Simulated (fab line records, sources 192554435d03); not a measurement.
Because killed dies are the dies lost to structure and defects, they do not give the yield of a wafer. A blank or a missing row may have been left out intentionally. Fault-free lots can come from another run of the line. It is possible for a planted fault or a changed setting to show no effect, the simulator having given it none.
Which tool was responsible? :: flow n5_finfet :: 7 lots with 21 wafers sampled at 4 steps, on a route of 1938 steps

## WHAT EACH GAUGE READ, for each wafer
N5_BEOL_M12_OCD_MEAS_35.
lot: L589
measured: day 12 02:24
on: ocd-01
trench_depth_nm (nm): 323 316 325

lot: L592
measured: day 13 02:19
on: ocd-02
trench_depth_nm (nm): 312 322 319

lot: L601
measured: day 16 00:41
on: ocd-01
trench_depth_nm (nm): 312 322 552

lot: L599
measured: day 16 13:12
on: ocd-01
trench_depth_nm (nm): 558 325 557

lot: L605
measured: day 17 13:19
on: ocd-01
trench_depth_nm (nm): 319 318 321

lot: L609
measured: day 18 07:31
on: ocd-01
trench_depth_nm (nm): 316 316 316

lot: L607
measured: day 18 09:47
on: ocd-01
trench_depth_nm (nm): 320 316 319

## EACH LOT AND THE TOOL THAT RAN IT (in order: tool; ch and the chambers of the sampled wafers; start)
lot: L589
N5_BEOL_M12_ETCH_59: rie_diel-01 ch 0,2,3, day 12 00:53
N5_BEOL_M12_ETCH_68: rie_diel-01 ch 0,2,3, day 12 02:04
N5_BEOL_M12_TRENCH_ETCH_34: rie_diel-01 ch 0,2,3, day 12 02:14

lot: L592
N5_BEOL_M12_ETCH_59: rie_diel-05 ch 1,2, day 13 00:56
N5_BEOL_M12_ETCH_68: rie_diel-01 ch 1,2,3, day 13 01:59
N5_BEOL_M12_TRENCH_ETCH_34: rie_diel-01 ch 1,2,3, day 13 02:10

lot: L601
N5_BEOL_M12_ETCH_59: rie_diel-04 ch 0,1,3, day 15 23:17
N5_BEOL_M12_ETCH_68: rie_diel-01 ch 0,2,3, day 16 00:21
N5_BEOL_M12_TRENCH_ETCH_34: rie_diel-01 ch 0,2,3, day 16 00:32

lot: L599
N5_BEOL_M12_ETCH_59: rie_diel-04 ch 0,1,2, day 16 11:41
N5_BEOL_M12_ETCH_68: rie_diel-01 ch 0,2, day 16 12:52
N5_BEOL_M12_TRENCH_ETCH_34: rie_diel-01 ch 0,2, day 16 13:03

lot: L605
N5_BEOL_M12_ETCH_59: rie_diel-04 ch 0,1,3, day 17 11:48
N5_BEOL_M12_ETCH_68: rie_diel-04 ch 0,3, day 17 12:59
N5_BEOL_M12_TRENCH_ETCH_34: rie_diel-04 ch 0,3, day 17 13:10

lot: L609
N5_BEOL_M12_ETCH_59: rie_diel-05 ch 0,1,2, day 18 06:06
N5_BEOL_M12_ETCH_68: rie_diel-04 ch 0,1, day 18 07:10
N5_BEOL_M12_TRENCH_ETCH_34: rie_diel-04 ch 0,1, day 18 07:22

lot: L607
N5_BEOL_M12_ETCH_59: rie_diel-01 ch 0,2,3, day 18 07:31
N5_BEOL_M12_ETCH_68: rie_diel-04 ch 0,1,3, day 18 09:31
N5_BEOL_M12_TRENCH_ETCH_34: rie_diel-04 ch 0,1,3, day 18 09:41
- N5_BEOL_M12_ETCH_59: etches BARC in N2/H2, target depth 89 nm, overetch 26.7 nm, time 67.9 s.
- N5_BEOL_M12_ETCH_68: etches SOC in N2/H2, time 285 s.
- N5_BEOL_M12_TRENCH_ETCH_34: etches SiOC in C4F8/O2/Ar, target depth 318.95 nm, time 125.5 s.

## THE ANSWER, worked out from the rows above alone
Rule: the usual values come from the lots themselves. The widest of any qualifying gaps counts: lots, ordered by their means at a reading, are off when they make up no more than a third of the lots, leave a main group of 4 or more, and stand apart from it by 3 or more times the standard deviation of that group's means. If all means in a main group match to the digits the tables above print for the reading, that group is not used. A lot without any number at a reading at which 4 lots or more have one is off too. Where the step has rows for the other lots, those lots are counted as sound.
Off at N5_BEOL_M12_OCD_MEAS_35 (trench_depth_nm): L601, L599. The main group has a mean of 319 nm with a standard deviation of 1.8.
A tool fits if, at a process step before that reading, it ran every lot that is off, and no sound lot after the first of them. Those tools and the gauges at N5_BEOL_M12_OCD_MEAS_35 are tried in the same way. One fits: N5_BEOL_M12_ETCH_68 and N5_BEOL_M12_TRENCH_ETCH_34 on rie_diel-01. At N5_BEOL_M12_ETCH_68 its last sound lot is L592 (day 13 01:59), its first lot that is off L601 (day 16 00:21): a fault that began between those two fits.

## WHAT THE SIMULATOR HAD INSERTED
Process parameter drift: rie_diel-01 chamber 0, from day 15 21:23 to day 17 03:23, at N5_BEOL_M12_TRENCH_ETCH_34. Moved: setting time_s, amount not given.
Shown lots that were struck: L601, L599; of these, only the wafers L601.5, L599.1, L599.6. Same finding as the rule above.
